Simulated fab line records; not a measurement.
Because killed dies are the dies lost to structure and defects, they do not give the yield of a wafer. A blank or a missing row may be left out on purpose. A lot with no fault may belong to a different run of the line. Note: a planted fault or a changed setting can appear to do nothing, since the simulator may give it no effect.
Chamber matching -- flow n5Finfet -- 4 sister chambers for N5_BEOL_M10_ALD_74 on aldMetal-03
The step deposits TaN, target thk 2 nm, pulse time 2 s, purge time 3 s. 8 wafers are shown with their chamber, then 7 later ones without.

== WAFERS, EACH WITH ITS CHAMBER ==
wafer,chamber,heaterPowerW (W)
L081.4,1,423
L082.2,3,351
L082.3,0,466
L086.1,0,464
L086.4,2,452
L086.5,2,454
L095.2,1,406
L095.3,3,341

== WAFERS WITH NO CHAMBER GIVEN ==
wafer,heaterPowerW (W)
L095.6,400
L096.3,415
L096.4,421
L096.6,422
L097.3,398
L097.4,416
L097.5,418

== EACH ONE'S CHAMBER ==
wafer,from the rows above,in truth
L095.6,1,1
L096.3,1,1
L096.4,1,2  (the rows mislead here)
L096.6,1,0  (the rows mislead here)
L097.3,1,1
L097.4,1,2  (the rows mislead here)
L097.5,1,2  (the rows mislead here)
Correct placement for 3 of the 7. Not placeable from these rows: 0. Placed wrongly: 4.
How it was worked out, from the rows above alone: a wafer's distance from a chamber is the root of the sum, over the readings, of the square of ((its reading less the chamber's mean) divided by the reading's scatter). The wafer belongs to the nearest chamber; if the next one is less than 2 further off, it can't be placed. The mean given for a chamber averages the wafers shown for that chamber. How the scatter is found: for the shown wafers, subtract from each reading the mean of its chamber, square and add these, divide the total by (wafers less chambers), then take the root.
